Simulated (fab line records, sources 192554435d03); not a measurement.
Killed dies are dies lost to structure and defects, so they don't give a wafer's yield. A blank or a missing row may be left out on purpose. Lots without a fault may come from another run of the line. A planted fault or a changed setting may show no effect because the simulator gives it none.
Chamber matching | flow n5_finfet | N5_HKMG_FIN_CMP_94 on cmp-03: 4 sister chambers
The step polishes, stops on SiNx, t overpolish 4.7 s, target thk 43.299 nm. 8 wafers are shown with their chamber, then 9 later ones without.

WAFERS WITH THEIR CHAMBER
wafer  | chamber | motor_current_A (A)
L078.1 | 1       | 11.3
L080.6 | 3       | 12.3
L085.4 | 2       | 12.8
L085.5 | 0       | 14.0
L085.6 | 1       | 11.1
L088.2 | 0       | 13.4
L088.3 | 2       | 12.2
L088.4 | 3       | 11.0

WAFERS WITHOUT THEIR CHAMBER
wafer  | motor_current_A (A)
L090.3 | 12.1
L090.4 | 14.3
L090.5 | 12.7
L091.1 | 11.4
L091.2 | 11.8
L091.4 | 14.3
L093.3 | 13.1
L093.4 | 12.7
L093.6 | 10.9

WHICH CHAMBER EACH WENT THROUGH
wafer  | from the rows above          | in truth
L090.3 | can't be placed: 2 or 3 or 1 | 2
L090.4 | 0                            | 0
L090.5 | can't be placed: 2 or 0 or 3 | 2
L091.1 | can't be placed: 1 or 3 or 2 | 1
L091.2 | can't be placed: 3 or 1 or 2 | 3
L091.4 | 0                            | 0
L093.3 | can't be placed: 0 or 2 or 3 | 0
L093.4 | can't be placed: 2 or 0 or 3 | 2
L093.6 | can't be placed: 1 or 3      | 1
Placed correctly: 2 of 9. Can't be placed from these rows: 7 (the true chamber is among the candidates in 7). Placed wrongly: 0.
How it was worked out, from the rows above alone: a wafer's distance from a chamber is the root of the sum, over the readings, of the square of ((its reading less the chamber's mean) divided by the reading's scatter). The wafer belongs to the nearest chamber; if the next one is less than 2 further off, it can't be placed. A chamber's mean is the mean of its shown wafers. The scatter: the root of (the sum of the squares of (reading less its chamber's mean) over the shown wafers, divided by (wafers less chambers)).
